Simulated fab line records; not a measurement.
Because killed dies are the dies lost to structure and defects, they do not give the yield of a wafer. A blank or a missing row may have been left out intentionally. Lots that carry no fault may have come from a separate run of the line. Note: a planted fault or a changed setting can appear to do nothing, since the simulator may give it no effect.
A lot that was struck, set against a sound lot / flow n5Finfet / 17 out of 1938 route steps
Sound: wafers L175.2, L175.4, L175.6. The struck wafers were L193.1, L193.2, L193.3. Last of all comes the cause.
Per side, at each step with rows, come the tool, then ch with its chambers, and then its first start. Under that, the readings that differ: sound wafers / struck wafers / difference of the means / sigmas: that difference in standard deviations of wafers without a fault.
alike: words and numbers the same on both sides, and readings whose means are apart by under 2 such deviations; not compared: readings that were withheld, readings missing a value for some wafer, numbers with overlapping values and no deviation given by the record, and bounds like >300 which may hide the same value.
A row with sigmas, a row that says differs or no value, or rows on one side alone: a step with any of these is where the two part. Numbers that have no deviation but don't overlap get no sigmas and don't part them. Lack of a reading on every wafer of one side parts them only where that side has two or more wafers.

first, 6 steps without rows for these wafers: N5_BEOL_M8_COAT_22 (resist thk 30 nm); N5_BEOL_M8_EBR_24; N5_BEOL_M8_SOFTBAKE_23 (time 60 s); N5_BEOL_M8_EXPOSE_25 (exposes mask V7, target cd 40 nm); N5_BEOL_M8_PEB_26 (peb time 60 s); N5_BEOL_M8_DEVELOP_27 (develop time 30 s).
N5_BEOL_M8_CD_MEAS_28: target cd 40 nm.
  sound on cdSem-01 ch 0, day 9 18:10; struck on cdSem-02 ch 0, day 13 12:54
  alike: cdNm
N5_BEOL_M8_OVL_MEAS_29:
  sound on overlay-01 ch 0, day 9 18:12; struck on overlay-01 ch 0, day 13 12:56
  alike: V7_OVL
N5_BEOL_M8_INSPECT_30: inspects for defects (brightfield).
  struck on defectInspect-01, day 13 12:59; sound on defectInspect-01, day 9 18:16
  alike: rawDefectCount
N5_BEOL_M8_DESCUM_33: chemistry O2, time 7 s.
  sound on rieDiel-06 ch 0,3, day 9 18:21; struck on rieDiel-06 ch 0,1,2, day 13 13:05
  alike: drypumpMotorCurrentA, oesProductAu, rfVppV, showerheadPlenumPTorr, throttleValvePct
  not compared: rfHoursCounterH
N5_BEOL_M8_ETCH_72: etches underlayer in N2/H2, target depth 6.5 nm, time 5.2 s.
  sound on rieDiel-06 ch 0,3, day 9 18:23; struck on rieDiel-06 ch 0,1,2, day 13 13:07
  alike: drypumpMotorCurrentA, etchRfOnTimeS, oesProductAu, rfFwdPowerW, rfVppV, showerheadPlenumPTorr, throttleValvePct
  not compared: rfHoursCounterH
N5_BEOL_M8_ETCH_65: etches SiARC in CF4, target depth 15.6 nm, time 26 s.
  sound on rieDiel-06 ch 0,3, day 9 18:24; struck on rieDiel-06 ch 0,1,2, day 13 13:08
  alike: drypumpMotorCurrentA, etchRfOnTimeS, oesProductAu, rfFwdPowerW, rfVppV, showerheadPlenumPTorr, throttleValvePct
  not compared: rfHoursCounterH
N5_BEOL_M8_ETCH_66: etches SOC in N2/H2, target depth 80 nm, overetch 16 nm, time 120 s.
  sound on rieDiel-06 ch 0,3, day 9 18:26; struck on rieDiel-06 ch 0,1,2, day 13 13:10
reading=rfFwdPowerW (W); sound=836 838 838; struck=1039 1038 1038; difference=+201; sigmas=+65
reading=rfVppV (V); sound=522.8 526.4 522.1; struck=489.9 486.1 484.5; difference=-36.9; sigmas=-14
reading=model.SiARC_of_BEOL_M8_COAT_64.thkNm (nm); sound=6.4 6.6 6.4; struck=6 5.6 5.4; difference=-1; sigmas=
  alike: drypumpMotorCurrentA, oesProductAu, showerheadPlenumPTorr, throttleValvePct
  not compared: rfHoursCounterH, model.BEOL_M8.cdNm
then, 2 steps without rows for these wafers: N5_BEOL_M8_STRIP_69 (strips in N2/H2); N5_BEOL_M8_STRIP_73 (strips in N2/H2).
N5_BEOL_M8_VIA_ETCH_34: etches SiCOH lowk in C4F6/O2, target depth 125.5 nm, time 50.5 s.
  sound on rieDiel-06 ch 0,3, day 9 18:32; struck on rieDiel-06 ch 0,1,2, day 13 13:16
  alike: drypumpMotorCurrentA, oesProductAu, rfFwdPowerW, rfVppV, showerheadPlenumPTorr, throttleValvePct
  not compared: rfHoursCounterH, model.BEOL_M8.cdNm
then, 1 step without rows for these wafers: N5_BEOL_M8_STRIP_76 (strips in C4F6/O2).

WHERE THEY PART
At N5_BEOL_M8_ETCH_66 and nowhere else, as far as this record goes. Later steps at which nothing parts them and some readings are alike: N5_BEOL_M8_VIA_ETCH_34.

WHY: what the simulator had put in
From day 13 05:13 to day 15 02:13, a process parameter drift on rieDiel-06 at N5_BEOL_M8_ETCH_66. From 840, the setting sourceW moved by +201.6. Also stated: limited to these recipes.
